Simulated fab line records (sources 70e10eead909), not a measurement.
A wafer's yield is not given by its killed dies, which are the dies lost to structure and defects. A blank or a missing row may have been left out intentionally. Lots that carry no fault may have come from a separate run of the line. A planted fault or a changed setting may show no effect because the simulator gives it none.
The tool behind it: which one? || flow nand_harc || Sampling: 11 lots, 33 wafers, 7 of 1302 route steps

## WHAT THE GAUGES READ, wafer by wafer
NHARC_P_GATE_CD_MEAS_46: target cd 720 nm.
{"lot": "L820", "measured": "day 5 19:14", "on": "cd_sem-02", "cd_nm (nm)": "722.0 720.7 720.0"}
{"lot": "L823", "measured": "day 7 02:43", "on": "cd_sem-03", "cd_nm (nm)": "720.9 720.5 721.6"}
{"lot": "L824", "measured": "day 7 04:55", "on": "cd_sem-01", "cd_nm (nm)": "723.0 724.7 723.4"}
{"lot": "L825", "measured": "day 7 17:45", "on": "cd_sem-03", "cd_nm (nm)": "717.3 716.0 718.4"}
{"lot": "L826", "measured": "day 8 11:07", "on": "cd_sem-02", "cd_nm (nm)": "- - -"}
{"lot": "L827", "measured": "day 8 09:39", "on": "cd_sem-02", "cd_nm (nm)": "- - -"}
{"lot": "L831", "measured": "day 10 07:40", "on": "cd_sem-03", "cd_nm (nm)": "721.0 719.8 720.5"}
{"lot": "L838", "measured": "day 12 22:32", "on": "cd_sem-01", "cd_nm (nm)": "720.4 720.0 721.9"}
{"lot": "L839", "measured": "day 13 09:54", "on": "cd_sem-02", "cd_nm (nm)": "719.3 721.4 720.5"}
{"lot": "L841", "measured": "day 14 09:23", "on": "cd_sem-03", "cd_nm (nm)": "723.5 720.0 722.6"}
{"lot": "L842", "measured": "day 14 17:22", "on": "cd_sem-03", "cd_nm (nm)": "723.6 724.2 719.1"}

NHARC_P_GATE_CD_MEAS_59: target cd 720 nm.
{"lot": "L820", "measured": "day 5 20:59", "on": "cd_sem-03", "cd_nm (nm)": "720.3 723.4 725.3"}
{"lot": "L823", "measured": "day 7 04:29", "on": "cd_sem-01", "cd_nm (nm)": "717.5 720.5 723.0"}
{"lot": "L824", "measured": "day 7 06:33", "on": "cd_sem-01", "cd_nm (nm)": "719.7 720.4 723.3"}
{"lot": "L825", "measured": "day 7 19:23", "on": "cd_sem-01", "cd_nm (nm)": "723.8 721.9 716.4"}
{"lot": "L826", "measured": "day 8 12:52", "on": "cd_sem-01", "cd_nm (nm)": "723.7 721.9 721.7"}
{"lot": "L827", "measured": "day 8 11:26", "on": "cd_sem-03", "cd_nm (nm)": "722.5 718.2 724.8"}
{"lot": "L831", "measured": "day 10 09:27", "on": "cd_sem-01", "cd_nm (nm)": "725.0 719.5 720.3"}
{"lot": "L838", "measured": "day 13 00:18", "on": "cd_sem-01", "cd_nm (nm)": "722.7 717.6 722.6"}
{"lot": "L839", "measured": "day 13 11:40", "on": "cd_sem-01", "cd_nm (nm)": "719.9 720.1 720.8"}
{"lot": "L841", "measured": "day 14 11:01", "on": "cd_sem-01", "cd_nm (nm)": "724.0 725.4 723.3"}
{"lot": "L842", "measured": "day 14 19:08", "on": "cd_sem-03", "cd_nm (nm)": "723.0 723.9 724.5"}

NHARC_P_GATE_INSPECT_68.
{"lot": "L820", "measured": "day 6 01:48", "on": "defect_inspect-01", "raw_defect_count": "156 156 138"}
{"lot": "L823", "measured": "day 7 09:14", "on": "defect_inspect-02", "raw_defect_count": "153 177 188"}
{"lot": "L824", "measured": "day 7 11:29", "on": "defect_inspect-02", "raw_defect_count": "90 174 236"}
{"lot": "L825", "measured": "day 8 00:11", "on": "defect_inspect-02", "raw_defect_count": "159 203 84"}
{"lot": "L826", "measured": "day 8 17:42", "on": "defect_inspect-02", "raw_defect_count": "1309 1338 1216"}
{"lot": "L827", "measured": "day 8 16:17", "on": "defect_inspect-02", "raw_defect_count": "1216 1301 1255"}
{"lot": "L831", "measured": "day 10 14:26", "on": "defect_inspect-02", "raw_defect_count": "183 201 133"}
{"lot": "L838", "measured": "day 13 04:59", "on": "defect_inspect-02", "raw_defect_count": "138 120 240"}
{"lot": "L839", "measured": "day 13 16:26", "on": "defect_inspect-02", "raw_defect_count": "131 183 225"}
{"lot": "L841", "measured": "day 14 15:40", "on": "defect_inspect-01", "raw_defect_count": "143 176 183"}
{"lot": "L842", "measured": "day 15 00:16", "on": "defect_inspect-01", "raw_defect_count": "196 150 128"}

NHARC_END_SORT_01.
{"lot": "L826", "measured": "day 27 16:41", "on": "prober-02", "killed_at_array": "67 78 96", "killed_at_other": "1 0 1", "killed_at_periphery": "609 599 580", "killed_dies": "677 677 677", "killed_open": "2 3 6", "killed_short": "3 5 1"}
{"lot": "L827", "measured": "day 27 07:18", "on": "prober-02", "killed_at_array": "33 33 44", "killed_at_other": "0 2 0", "killed_at_periphery": "644 642 633", "killed_dies": "677 677 677", "killed_open": "1 2 5", "killed_short": "5 2 1"}

## WHICH TOOL RAN EACH LOT (tool, then ch and the chambers of the sampled wafers, then the start)
{"lot": "L820", "NHARC_P_GATE_ETCH_114": "rie_diel-12 ch 0,1,2, day 5 08:05 or earlier", "NHARC_P_GATE_ETCH_32": "rie_si-04 ch 0,1,3, day 5 08:05", "NHARC_P_GATE_EXPOSE_43": "krf_scanner-01 ch 0, day 5 19:04"}
{"lot": "L823", "NHARC_P_GATE_ETCH_114": "rie_diel-08 ch 0,1,2, day 6 13:29 or earlier", "NHARC_P_GATE_ETCH_32": "rie_si-02 ch 0,1,2, day 6 13:29", "NHARC_P_GATE_EXPOSE_43": "krf_scanner-02 ch 0, day 7 02:34"}
{"lot": "L824", "NHARC_P_GATE_ETCH_114": "rie_diel-02 ch 0,3, day 6 17:46 or earlier", "NHARC_P_GATE_ETCH_32": "rie_si-04 ch 0,2, day 6 17:46", "NHARC_P_GATE_EXPOSE_43": "krf_scanner-02 ch 0, day 7 04:46"}
{"lot": "L825", "NHARC_P_GATE_ETCH_114": "rie_diel-12 ch 0,1,3, day 7 06:25 or earlier", "NHARC_P_GATE_ETCH_32": "rie_si-04 ch 0,1,2, day 7 06:25", "NHARC_P_GATE_EXPOSE_43": "krf_scanner-03 ch 0, day 7 17:36"}
{"lot": "L826", "NHARC_P_GATE_ETCH_114": "rie_diel-02 ch 0,2,3, day 7 21:52 or earlier", "NHARC_P_GATE_ETCH_32": "rie_si-05 ch 0,1,2, day 7 21:52", "NHARC_P_GATE_EXPOSE_43": "krf_scanner-02, day 8 10:58"}
{"lot": "L827", "NHARC_P_GATE_ETCH_114": "rie_diel-12 ch 0,2,3, day 7 22:17 or earlier", "NHARC_P_GATE_ETCH_32": "rie_si-02 ch 0,1,2, day 7 22:17", "NHARC_P_GATE_EXPOSE_43": "krf_scanner-02, day 8 09:29"}
{"lot": "L831", "NHARC_P_GATE_ETCH_114": "rie_diel-12 ch 0,2,3, day 9 20:31 or earlier", "NHARC_P_GATE_ETCH_32": "rie_si-04 ch 0,2,3, day 9 20:31", "NHARC_P_GATE_EXPOSE_43": "krf_scanner-01 ch 0, day 10 07:31"}
{"lot": "L838", "NHARC_P_GATE_ETCH_114": "rie_diel-02 ch 0,1, day 12 11:19 or earlier", "NHARC_P_GATE_ETCH_32": "rie_si-02 ch 1,2, day 12 11:19", "NHARC_P_GATE_EXPOSE_43": "krf_scanner-03 ch 0, day 12 22:22"}
{"lot": "L839", "NHARC_P_GATE_ETCH_114": "rie_diel-12 ch 2,3, day 12 22:42 or earlier", "NHARC_P_GATE_ETCH_32": "rie_si-02 ch 1,2,3, day 12 22:42", "NHARC_P_GATE_EXPOSE_43": "krf_scanner-03 ch 0, day 13 09:45"}
{"lot": "L841", "NHARC_P_GATE_ETCH_114": "rie_diel-12 ch 0,1, day 13 22:03 or earlier", "NHARC_P_GATE_ETCH_32": "rie_si-04 ch 0,3, day 13 22:03", "NHARC_P_GATE_EXPOSE_43": "krf_scanner-01 ch 0, day 14 09:14"}
{"lot": "L842", "NHARC_P_GATE_ETCH_114": "rie_diel-08 ch 0,2,3, day 14 06:08 or earlier", "NHARC_P_GATE_ETCH_32": "rie_si-02 ch 1,3, day 14 06:08", "NHARC_P_GATE_EXPOSE_43": "krf_scanner-02 ch 0, day 14 17:13"}
- NHARC_P_GATE_ETCH_114: etches the open film in CF4/O2, target depth 30 nm, overetch 3 nm, time 16.5 s.
- NHARC_P_GATE_ETCH_32: etches the open film in HBr/Cl2, target depth 150 nm, time 100.1 s.
- NHARC_P_GATE_EXPOSE_43: exposes mask P NSD, target cd 720 nm.

## WHAT THE TOOLS THEMSELVES READ (means of the sampled wafers that have a number; where no wafer has one, the mark that the record gives instead)
NHARC_P_GATE_ETCH_114.
{"lot": "L820", "tool": "rie_diel-12", "cf4_flow_sccm (sccm)": 79.96, "drypump_motor_current_A (A)": 5.4, "oes_product_au (a.u.)": 1.008, "rf_vpp_V (V)": 196.9, "showerhead_plenum_p_Torr (Torr)": 1.31, "throttle_valve_pct (%)": 13.393}
{"lot": "L823", "tool": "rie_diel-08", "cf4_flow_sccm (sccm)": 80.03, "drypump_motor_current_A (A)": 5.4, "oes_product_au (a.u.)": 0.998, "rf_vpp_V (V)": 196.7, "showerhead_plenum_p_Torr (Torr)": 1.27, "throttle_valve_pct (%)": 13.393}
{"lot": "L824", "tool": "rie_diel-02", "cf4_flow_sccm (sccm)": 79.79, "drypump_motor_current_A (A)": 5.2, "oes_product_au (a.u.)": 1.001, "rf_vpp_V (V)": 199.2, "showerhead_plenum_p_Torr (Torr)": 1.40, "throttle_valve_pct (%)": 13.398}
{"lot": "L825", "tool": "rie_diel-12", "cf4_flow_sccm (sccm)": 79.95, "drypump_motor_current_A (A)": 5.6, "oes_product_au (a.u.)": 0.992, "rf_vpp_V (V)": 197.5, "showerhead_plenum_p_Torr (Torr)": 1.31, "throttle_valve_pct (%)": 13.399}
{"lot": "L826", "tool": "rie_diel-02", "cf4_flow_sccm (sccm)": 80.01, "drypump_motor_current_A (A)": 5.1, "oes_product_au (a.u.)": 0.996, "rf_vpp_V (V)": 198.8, "showerhead_plenum_p_Torr (Torr)": 1.39, "throttle_valve_pct (%)": 13.395}
{"lot": "L827", "tool": "rie_diel-12", "cf4_flow_sccm (sccm)": 79.95, "drypump_motor_current_A (A)": 5.6, "oes_product_au (a.u.)": 1.005, "rf_vpp_V (V)": 198.4, "showerhead_plenum_p_Torr (Torr)": 1.34, "throttle_valve_pct (%)": 13.395}
{"lot": "L831", "tool": "rie_diel-12", "cf4_flow_sccm (sccm)": 80.01, "drypump_motor_current_A (A)": 5.6, "oes_product_au (a.u.)": 1.015, "rf_vpp_V (V)": 197.1, "showerhead_plenum_p_Torr (Torr)": 1.34, "throttle_valve_pct (%)": 13.404}
{"lot": "L838", "tool": "rie_diel-02", "cf4_flow_sccm (sccm)": 80.13, "drypump_motor_current_A (A)": 5.5, "oes_product_au (a.u.)": 0.992, "rf_vpp_V (V)": 198.8, "showerhead_plenum_p_Torr (Torr)": 1.37, "throttle_valve_pct (%)": 13.406}
{"lot": "L839", "tool": "rie_diel-12", "cf4_flow_sccm (sccm)": 79.60, "drypump_motor_current_A (A)": 5.8, "oes_product_au (a.u.)": 0.993, "rf_vpp_V (V)": 197.8, "showerhead_plenum_p_Torr (Torr)": 1.37, "throttle_valve_pct (%)": 13.396}
{"lot": "L841", "tool": "rie_diel-12", "cf4_flow_sccm (sccm)": 80.12, "drypump_motor_current_A (A)": 5.5, "oes_product_au (a.u.)": 0.999, "rf_vpp_V (V)": 197.0, "showerhead_plenum_p_Torr (Torr)": 1.28, "throttle_valve_pct (%)": 13.389}
{"lot": "L842", "tool": "rie_diel-08", "cf4_flow_sccm (sccm)": 80.09, "drypump_motor_current_A (A)": 5.8, "oes_product_au (a.u.)": 0.992, "rf_vpp_V (V)": 197.1, "showerhead_plenum_p_Torr (Torr)": 1.29, "throttle_valve_pct (%)": 13.392}

NHARC_P_GATE_ETCH_32.
{"lot": "L820", "tool": "rie_si-04", "drypump_motor_current_A (A)": 5.45, "oes_product_au (a.u.)": 0.992, "throttle_valve_pct (%)": 26.408}
{"lot": "L823", "tool": "rie_si-02", "drypump_motor_current_A (A)": 5.64, "oes_product_au (a.u.)": 1.002, "throttle_valve_pct (%)": 26.405}
{"lot": "L824", "tool": "rie_si-04", "drypump_motor_current_A (A)": 5.60, "oes_product_au (a.u.)": 0.993, "throttle_valve_pct (%)": 26.403}
{"lot": "L825", "tool": "rie_si-04", "drypump_motor_current_A (A)": 5.53, "oes_product_au (a.u.)": 0.999, "throttle_valve_pct (%)": 26.408}
{"lot": "L826", "tool": "rie_si-05", "drypump_motor_current_A (A)": 5.76, "oes_product_au (a.u.)": 0.989, "throttle_valve_pct (%)": 26.405}
{"lot": "L827", "tool": "rie_si-02", "drypump_motor_current_A (A)": 5.62, "oes_product_au (a.u.)": 1.007, "throttle_valve_pct (%)": 26.400}
{"lot": "L831", "tool": "rie_si-04", "drypump_motor_current_A (A)": 5.53, "oes_product_au (a.u.)": 0.998, "throttle_valve_pct (%)": 26.407}
{"lot": "L838", "tool": "rie_si-02", "drypump_motor_current_A (A)": 5.53, "oes_product_au (a.u.)": 1.006, "throttle_valve_pct (%)": 26.401}
{"lot": "L839", "tool": "rie_si-02", "drypump_motor_current_A (A)": 5.75, "oes_product_au (a.u.)": 1.013, "throttle_valve_pct (%)": 26.410}
{"lot": "L841", "tool": "rie_si-04", "drypump_motor_current_A (A)": 5.43, "oes_product_au (a.u.)": 0.985, "throttle_valve_pct (%)": 26.401}
{"lot": "L842", "tool": "rie_si-02", "drypump_motor_current_A (A)": 5.88, "oes_product_au (a.u.)": 1.000, "throttle_valve_pct (%)": 26.401}

NHARC_P_GATE_EXPOSE_43.
{"lot": "L820", "tool": "krf_scanner-01", "exposure_dose_mJ_cm2": 14.819, "focus_offset_nm (nm)": -0.4}
{"lot": "L823", "tool": "krf_scanner-02", "exposure_dose_mJ_cm2": 14.815, "focus_offset_nm (nm)": 0.5}
{"lot": "L824", "tool": "krf_scanner-02", "exposure_dose_mJ_cm2": 14.807, "focus_offset_nm (nm)": 0.0}
{"lot": "L825", "tool": "krf_scanner-03", "exposure_dose_mJ_cm2": 14.784, "focus_offset_nm (nm)": -0.2}
{"lot": "L826", "tool": "krf_scanner-02", "exposure_dose_mJ_cm2": "-", "focus_offset_nm (nm)": "-"}
{"lot": "L827", "tool": "krf_scanner-02", "exposure_dose_mJ_cm2": "-", "focus_offset_nm (nm)": "-"}
{"lot": "L831", "tool": "krf_scanner-01", "exposure_dose_mJ_cm2": 14.822, "focus_offset_nm (nm)": -0.4}
{"lot": "L838", "tool": "krf_scanner-03", "exposure_dose_mJ_cm2": 14.823, "focus_offset_nm (nm)": -0.5}
{"lot": "L839", "tool": "krf_scanner-03", "exposure_dose_mJ_cm2": 14.817, "focus_offset_nm (nm)": -0.8}
{"lot": "L841", "tool": "krf_scanner-01", "exposure_dose_mJ_cm2": 14.810, "focus_offset_nm (nm)": 0.4}
{"lot": "L842", "tool": "krf_scanner-02", "exposure_dose_mJ_cm2": 14.807, "focus_offset_nm (nm)": -0.6}

## THE ANSWER, worked out from the rows above alone
Rule: the usual values come from the lots themselves. The widest of any qualifying gaps counts: lots, ordered by their means at a reading, are off when they make up no more than a third of the lots, leave a main group of 4 or more, and stand apart from it by 3 or more times the standard deviation of that group's means. The tables above print the reading to a certain number of digits; a main group whose means all agree to those digits is not used. Also off: a lot with no number at a reading for which 4 or more lots have one. All remaining lots with rows at the step are treated as sound. First the gauges in route order, then the tools' own readings, where a lot's mean is used as printed above. The first step at which some lot is off is used, and at that step the reading that is off furthest; a lot without a number counts as furthest.
Off, at NHARC_P_GATE_CD_MEAS_46 on cd_nm: L826, L827. Without a number there: L826, L827. Mean 721.0 nm and standard deviation 1.7 in the main group.
If a tool, at a process step before that reading, ran all the lots that are off and no sound lot after the first of them, it fits. Not tried: the gauges at NHARC_P_GATE_CD_MEAS_46; whatever is off there is also off at NHARC_P_GATE_INSPECT_68, on other tools, and gauge error can't account for it. Because NHARC_P_GATE_ETCH_114 lacks a start for some lots, the hours and order of its lots are taken from NHARC_P_GATE_ETCH_32. None of those tried fits.

## WHAT WAS PUT IN BY THE SIMULATOR
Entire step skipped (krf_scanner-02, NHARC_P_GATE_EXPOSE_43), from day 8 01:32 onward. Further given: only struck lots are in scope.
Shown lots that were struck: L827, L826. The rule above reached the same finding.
